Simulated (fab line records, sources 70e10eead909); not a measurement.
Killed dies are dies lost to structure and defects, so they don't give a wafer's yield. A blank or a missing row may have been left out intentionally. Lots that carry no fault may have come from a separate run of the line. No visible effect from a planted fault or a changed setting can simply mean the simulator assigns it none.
Which tool was responsible?	flow nand harc	11 lots, 33 wafers sampled, at 6 steps of a route of 1302

== WHAT EACH GAUGE READ, for each wafer ==
NHARC_P_GATE_CD_MEAS_11: target cd 1640 nm. Usual: 1640.3 nm for cd nm, sd 1.9.
lot	measured	on	cd nm (nm)	flag
L458	day 4 16:36	cd sem-01	1640.9 1638.7 1636.4	
L459	day 4 16:26	cd sem-03	1639.2 1639.7 1638.3	
L461	day 5 14:43	cd sem-01	1640.6 1638.7 1642.8	
L462	day 5 21:52	cd sem-03	1638.1 1640.2 1640.9	
L465	day 7 07:19	cd sem-01	1638.2 1639.5 1638.9	
L466	day 7 18:18	cd sem-02	1641.4 1640.5 1643.8	
L467	day 8 08:25	cd sem-03	- - -	OFF
L468	day 8 08:16	cd sem-03	1640.0 1640.6 1641.6	
L478	day 12 18:13	cd sem-01	1636.6 1639.7 1639.4	
L479	day 13 06:41	cd sem-01	1637.2 1640.4 1641.3	
L480	day 13 06:32	cd sem-03	1638.4 1639.5 1640.5	

NHARC_END_SORT_01. Usual: killed at array 54, standard deviation 12; killed at other 0.7, standard deviation 1.1; killed at periphery 3.9, standard deviation 2.8; killed dies 59, standard deviation 13; killed open 3.4, standard deviation 2; killed short 2.5, standard deviation 1.7.
lot	measured	on	killed at array	killed at other	killed at periphery	killed dies	killed open	killed short	flag
L467	day 28 03:53	prober-01	54 52 60	3 3 4	620 622 613	677 677 677	5 2 4	3 1 0	OFF

== EACH LOT AND THE TOOL THAT RAN IT (in order: tool; ch and the chambers of the sampled wafers; start) ==
lot	NHARC_P_STI_DESCUM_14	NHARC_P_STI_ETCH_15	NHARC_P_GATE_EXPOSE_08	NHARC_P_GATE_ETCH_104
L458	rie diel-13 ch 1,3, day 3 07:04	rie si-06 ch 0,1,2, day 3 07:25	krf scanner-03 ch 0, day 4 16:27	rie diel-12 ch 0,1,2, day 5 07:45
L459	rie diel-10 ch 1,2, day 3 07:14	rie si-01 ch 0,1,2, day 3 07:32	krf scanner-02 ch 0, day 4 16:17	rie diel-09 ch 0,3, day 5 08:26
L461	rie diel-10 ch 0,1,2, day 4 02:51	rie si-03 ch 0,1,2, day 4 03:07	krf scanner-04 ch 0, day 5 14:34	rie diel-12 ch 1,2,3, day 6 10:50
L462	rie diel-13 ch 1,2, day 4 11:41	rie si-01 ch 0,1,2, day 4 12:01	krf scanner-04 ch 0, day 5 21:43	rie diel-12 ch 2,3, day 6 11:55
L465	rie diel-07 ch 2,3, day 5 18:41	rie si-06 ch 0,1,3, day 5 18:59	krf scanner-03 ch 0, day 7 07:10	rie diel-12 ch 0,1, day 7 22:07
L466	rie diel-13 ch 0,1,2, day 6 03:30	rie si-03 ch 0,3, day 6 03:46	krf scanner-02 ch 0, day 7 18:09	rie diel-03 ch 0,2,3, day 8 08:32
L467	rie diel-10 ch 0,2,3, day 6 15:02	rie si-01 ch 1,2,3, day 6 15:19	krf scanner-02 ch 0, day 8 08:16	rie diel-09 ch 0,1,3, day 9 02:35
L468	rie diel-10 ch 0,1,2, day 7 00:07	rie si-06 ch 0,1,2, day 7 00:23	krf scanner-04 ch 0, day 8 08:06	rie diel-12 ch 1,2,3, day 9 01:47
L478	rie diel-13 ch 0,2,3, day 11 04:16	rie si-06 ch 1,2,3, day 11 04:32	krf scanner-04 ch 0, day 12 18:04	rie diel-09 ch 0,1,3, day 13 08:26
L479	rie diel-07 ch 0,1, day 11 14:23	rie si-03 ch 2,3, day 11 14:40	krf scanner-03 ch 0, day 13 06:32	rie diel-12 ch 0,2,3, day 13 21:04
L480	rie diel-07 ch 0,2,3, day 11 22:32	rie si-03 ch 1,2, day 11 22:48	krf scanner-04 ch 0, day 13 06:23	rie diel-03 ch 2,3, day 13 20:55
- NHARC_P_STI_DESCUM_14: chemistry O2, time 3 s.
- NHARC_P_STI_ETCH_15: etches the open film in HBr/Cl2, target depth 300 nm, time 100.1 s.
- NHARC_P_GATE_EXPOSE_08: exposes mask P HV.
- NHARC_P_GATE_ETCH_104: etches the open film in CF4/CHF3, target depth 60 nm.

== AS READ BY THE TOOLS THEMSELVES (means over the sampled wafers that have a number; for cases with no such wafer, the mark the record gives instead) ==
NHARC_P_STI_DESCUM_14. Usual: drypump motor current A 5.8 A, standard deviation 0.36; oes product au 1.005 a.u., standard deviation 0.015; rf vpp V 57.7 V, standard deviation 0.87; showerhead plenum p Torr 1.90 Torr, standard deviation 0.091; throttle valve pct 11.313 %, standard deviation 0.009.
lot	tool	drypump motor current A (A)	oes product au (a.u.)	rf vpp V (V)	showerhead plenum p Torr (Torr)	throttle valve pct (%)	flag
L458	rie diel-13	6.0	0.992	58.2	1.97	11.316	
L459	rie diel-10	6.2	1.010	57.6	1.85	11.310	
L461	rie diel-10	6.0	1.009	57.9	1.84	11.307	
L462	rie diel-13	5.7	0.996	58.2	2.05	11.320	
L465	rie diel-07	6.1	0.987	57.5	1.88	11.313	
L466	rie diel-13	5.6	1.003	58.5	1.96	11.310	
L467	rie diel-10	5.7	1.018	57.9	1.82	11.313	
L468	rie diel-10	6.0	1.006	57.3	1.84	11.317	
L478	rie diel-13	5.5	1.004	58.1	1.91	11.316	
L479	rie diel-07	5.6	1.005	57.5	1.93	11.305	
L480	rie diel-07	5.8	0.994	57.2	1.91	11.321	

NHARC_P_STI_ETCH_15. Usual: drypump motor current A 5.7 A, standard deviation 0.44; oes product au 1.000 a.u., standard deviation 0.016; throttle valve pct 26.406 %, standard deviation 0.01.
lot	tool	drypump motor current A (A)	oes product au (a.u.)	throttle valve pct (%)	flag
L458	rie si-06	5.9	0.991	26.420	
L459	rie si-01	6.1	1.006	26.413	
L461	rie si-03	5.5	0.996	26.408	
L462	rie si-01	6.1	1.008	26.406	
L465	rie si-06	5.9	1.004	26.404	
L466	rie si-03	5.6	0.994	26.404	
L467	rie si-01	5.6	1.005	26.407	
L468	rie si-06	5.9	1.001	26.402	
L478	rie si-06	5.7	1.001	26.401	
L479	rie si-03	5.4	0.998	26.413	
L480	rie si-03	5.4	1.012	26.404	

NHARC_P_GATE_EXPOSE_08. Usual: exposure dose mJ cm2 16.754, standard deviation 0.017; reticle temp C 23.00 C, standard deviation 0.1.
lot	tool	exposure dose mJ cm2	reticle temp C (C)	flag
L458	krf scanner-03	16.749	22.93	
L459	krf scanner-02	16.737	22.94	
L461	krf scanner-04	16.754	23.05	
L462	krf scanner-04	16.765	23.01	
L465	krf scanner-03	16.736	23.01	
L466	krf scanner-02	16.746	22.96	
L467	krf scanner-02	16.752	22.91	
L468	krf scanner-04	16.734	23.05	
L478	krf scanner-04	16.744	22.96	
L479	krf scanner-03	16.756	23.01	
L480	krf scanner-04	16.764	22.91	

NHARC_P_GATE_ETCH_104. Usual: drypump motor current A 5.9 A, standard deviation 0.44; oes product au 0.949 a.u., standard deviation 0.026; rf vpp V 370.3 V, standard deviation 1.7; showerhead plenum p Torr 1.56 Torr, standard deviation 0.042; throttle valve pct 16.802 %, standard deviation 0.0097.
lot	tool	drypump motor current A (A)	oes product au (a.u.)	rf vpp V (V)	showerhead plenum p Torr (Torr)	throttle valve pct (%)	flag
L458	rie diel-12	5.5	0.979	371.7	1.57	16.796	
L459	rie diel-09	5.8	0.966	369.2	1.53	16.802	
L461	rie diel-12	5.9	0.928	369.8	1.55	16.804	
L462	rie diel-12	5.7	0.934	369.4	1.54	16.804	
L465	rie diel-12	5.7	0.920	371.0	1.60	16.800	
L466	rie diel-03	6.0	0.953	369.4	1.54	16.804	
L467	rie diel-09	6.0	0.960	370.5	1.56	16.800	
L468	rie diel-12	6.0	0.932	369.7	1.55	16.800	
L478	rie diel-09	6.0	0.967	369.4	1.56	16.801	
L479	rie diel-12	5.8	0.923	369.7	1.57	16.802	
L480	rie diel-03	5.7	0.985	367.6	1.51	16.806	

== THE ANSWER, worked out from the rows above alone ==
Rule: lot off if the mean of its wafers having a number is beyond 3 standard deviations from the usual mean. Also off: a lot with no number at a reading for which 4 or more lots have one. The other lots that the step has rows for count as sound. After the gauges, taken in route order, come the tools' own readings; for these a lot's mean is taken, as printed above. The first step at which some lot is off is used, and at that step the reading that is off furthest; a lot without a number counts as furthest.
Off at NHARC_P_GATE_CD_MEAS_11 (cd nm): L467. Without a number there: L467.
A tool fits if, at a process step before that reading, it ran every lot that is off, and no sound lot after the first of them. The gauges at NHARC_P_GATE_CD_MEAS_11 aren't tried: what is off there is off at NHARC_END_SORT_01 too, on other tools, and a gauge's error can't cause that. Can't be told from this: 2 tools fit, rie si-01 at NHARC_P_STI_ETCH_15, krf scanner-02 at NHARC_P_GATE_EXPOSE_08.

== WHAT THE SIMULATOR HAD PUT IN ==
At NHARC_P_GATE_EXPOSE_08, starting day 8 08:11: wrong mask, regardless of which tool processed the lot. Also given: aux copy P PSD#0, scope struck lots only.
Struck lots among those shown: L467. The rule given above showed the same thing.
